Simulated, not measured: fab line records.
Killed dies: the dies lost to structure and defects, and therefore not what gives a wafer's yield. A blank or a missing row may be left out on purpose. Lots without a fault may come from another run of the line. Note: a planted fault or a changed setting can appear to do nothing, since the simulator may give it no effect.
Problem report, 8D (eight disciplines) form, completed by code | flow nand-harc | the parts of the form that need people (team, actions taken, sign-off) are left out

== 1. PROBLEM STATEMENT ==
NHARC_END_SORT_01, killed-at-periphery: mean 107.0 over 1 wafer from 1 lot; wafers with no fault: 3.6, standard deviation 2.3. That is +45 standard deviations from the usual mean.
The first sign was on wafer L712.6 at day 34 01:55, on prober-01. The record holds 1 wafer of 1 lot with a number at this step. Rule for "out" (also "out of limits"): further than 4 standard deviations from the usual mean. All remaining wafers that have a number are taken as sound.

== 2. WHAT IT IS; WHAT IT IS NOT ==
question                    | is                               | is not
which readings at this step | killed-at-periphery, killed-dies | killed-at-array, killed-at-other, killed-open, killed-short
which lots                  | L712                             | -
which wafers of those lots  | all that have a number           | -
read on which gauges        | prober-01                        | -
when                        | from day 34 01:55                | up to then (0 sound wafers)

== 3. SUSPECTS, AND WHAT RULES EACH OUT ==
Counting: any tool at a process step up to the reading is kept as a suspect provided that every lot that is out went through it and no sound lot did after the first of them.
- the gauge at NHARC_END_SORT_01: kept. All the wafers that are out were read on prober-01, and no step on other tools shows them out.
- cmp-04 at NHARC_P_CONTACT_CMP_01 (polishes SiO2, target thk 200 nm): kept. It ran the lot that is out, L712 (day 11 22:04), and no sound lot after that.
- rie-diel-07 at NHARC_P_CONTACT_DESCUM_17 (chemistry O2, time 3 s): kept. It ran the lot that is out, L712 (day 11 23:02), and no sound lot after that.
- pvd-sputter-03 at NHARC_P_CONTACT_PVD_32 (deposits Ti, target thk 5 nm, time 17.7 s): kept. It ran the lot that is out, L712 (day 12 00:46), and no sound lot after that.
Left after counting: cmp-04 at NHARC_P_CONTACT_CMP_01, rie-diel-07 at NHARC_P_CONTACT_DESCUM_17, pvd-sputter-03 at NHARC_P_CONTACT_PVD_32, prober-01 at NHARC_END_SORT_01.

== 4. THE CAUSE (what the simulator had put in) ==
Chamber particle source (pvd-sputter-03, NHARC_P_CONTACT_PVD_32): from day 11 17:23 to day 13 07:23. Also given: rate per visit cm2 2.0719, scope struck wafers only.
Counting left 4 suspects, and this tool is among them.

== 5. THE CHAIN OF EFFECTS, in route order ==
Each row: a reading where the mean over the struck wafers with a number is more than 3 standard deviations away from the usual. Scope: only readings with a usual standard deviation given in the record; hours: median across lots of the time from each lot's start at the first step in this table that gives one to its start at this step; sigmas: change in usual standard deviations.
hours | step              | reading             | usual | on struck wafers | change | sigmas
0     | NHARC_END_SORT_01 | killed-at-periphery | 3.6   | 107.0            | +103.4 | +45
0     | NHARC_END_SORT_01 | killed-dies         | 63    | 149              | +86    | +4.8

== 6. HOW IT WOULD HAVE BEEN CAUGHT EARLIER ==
Counted from the fault's start at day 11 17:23, it took 537 hours until the first out-of-limits reading at a measuring or inspecting step in this record, taken at day 34 01:55.
Tool readings at NHARC_P_CONTACT_PVD_32 with a usual standard deviation given in the record: none out on any struck wafer, hence no alarm at a limit of 4 standard deviations on them.
Each of the lots that are out, 1 in all, had begun NHARC_P_CONTACT_PVD_32 on pvd-sputter-03 no later than day 34 01:55. None of them would have been spared by holding the tool at that moment.
